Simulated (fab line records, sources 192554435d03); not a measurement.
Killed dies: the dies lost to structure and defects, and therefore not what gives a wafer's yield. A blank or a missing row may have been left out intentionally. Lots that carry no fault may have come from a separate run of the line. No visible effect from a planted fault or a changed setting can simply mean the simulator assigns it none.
Split-lot trial | flow n5 finfet | route with 1938 steps; 7 lots, 21 wafers read

## THE SPLIT
At N5_DUMMY_GATE_ETCH_42 (etches SiO2 in CHF3/O2, target depth 3.5 nm, time 31 s), the setting bias w was moved away from the recipe's 12 W on 8 of the 21 wafers read, by -15.2% to +14.9%. This setting was run at the recipe's value on the other wafers.

The reading comes from the split's own step.

## THE READING
rf vpp V, in V, at N5_DUMMY_GATE_ETCH_42 (etches SiO2 in CHF3/O2, target depth 3.5 nm, time 31 s). Fault-free wafers of this fab line usually give 42.2 V, standard deviation 0.83 V.

wafer  | tool, chamber at the split | bias w as run, W | against the recipe | rf vpp V, V | against lot-mates on the recipe
L079.1 | rie diel-02, 3             | 12               | recipe             | 41.4        | -
L079.2 | rie diel-02, 0             | 12               | recipe             | 42.2        | -
L079.5 | rie diel-02, 0             | 12               | recipe             | 40.8        | -
L081.1 | rie diel-06, 3             | 12               | recipe             | 42.2        | -
L081.4 | rie diel-06, 1             | 12               | recipe             | 41.4        | -
L081.5 | rie diel-06, 1             | 12               | recipe             | 41.6        | -
L082.2 | rie diel-06, 2             | 10.36            | -13.7%             | 38.8        | -2.9
L082.4 | rie diel-06, 0             | 12               | recipe             | 42.4        | -
L082.5 | rie diel-06, 2             | 12               | recipe             | 40.9        | -
L086.1 | rie diel-02, 1             | 10.18            | -15.2%             | 38.0        | -4.5
L086.5 | rie diel-02, 2             | 10.18            | -15.2%             | 37.2        | -5.3
L086.6 | rie diel-02, 3             | 12               | recipe             | 42.5        | -
L087.1 | rie diel-05, 0             | 12.63            | +5.2%              | 43.3        | +1.1
L087.2 | rie diel-05, 1             | 12.63            | +5.2%              | 43.3        | +1.1
L087.5 | rie diel-05, 0             | 12               | recipe             | 42.2        | -
L090.1 | rie diel-05, 2             | 13.79            | +14.9%             | 46.8        | +3.8
L090.5 | rie diel-05, 3             | 13.79            | +14.9%             | 47.1        | +4.1
L090.6 | rie diel-05, 0             | 12               | recipe             | 43.0        | -
L096.2 | rie diel-02, 1             | 12               | recipe             | 41.8        | -
L096.5 | rie diel-02, 2             | 12               | recipe             | 41.6        | -
L096.6 | rie diel-02, 3             | 13.51            | +12.6%             | 46.2        | +4.5

THE FIT
A straight line over all 21 wafers: rf vpp V changes by +0.3 V for each +1% of bias w; r = +0.97; the points scatter about the line by 0.62 V.
The same after taking each lot's own level away (the mean of its wafers on the recipe; 21 wafers): +0.286 V for each +1%; r = +0.97; scatter 0.56 V.
According to that fit, moving bias w by its largest amount changes the reading by 4.3 V.
The span of the lots' own levels, 41.47 to 43.00 V, comes to 1.8 times the standard deviation stated above.
Consequently the slope shifts little with the lot-to-lot level, the two slopes agreeing.
Check: with one of the wafers moved furthest among these (-15.2%) left out of the fit, the line predicts -4.33 V for it against its lot-mates. Against them it came out at -4.5 V.
Tool readings at the split's step, against how far the setting was moved: rf vpp V r = +0.97.

## FURTHER SPLITS ON THESE WAFERS
Before the reading, these wafers also passed through other splits. Each is held against what the fit with the lots' levels taken away leaves over:
other split on the same wafers            | wafers away from the commonest value | r with rf vpp V (lot level and that fit taken away)
N5_ZERO_LAYER_COAT_05 spin rpm            | 6                                    | -0.18
N5_ZERO_LAYER_DEVELOP_10 develop time s   | 6                                    | +0.49
N5_PMOS_HMC_CHANNEL_EPI_PEB_07 peb time s | 4                                    | +0.08
N5_PMOS_HMC_CHANNEL_EPI_ETCH_38 bias w    | 2                                    | -0.05
N5_FIN_SAQP_SPACER1_ALD_24 temp c         | 8                                    | -0.26
N5_FIN_SAQP_COAT_68 spin rpm              | 7                                    | +0.38
N5_FIN_CUT_EXPOSE_05 dose mj              | 9                                    | +0.05

## FILE'S OWN FIT
rf vpp V changes by +0.286 V for each +1% of bias w, r = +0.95.
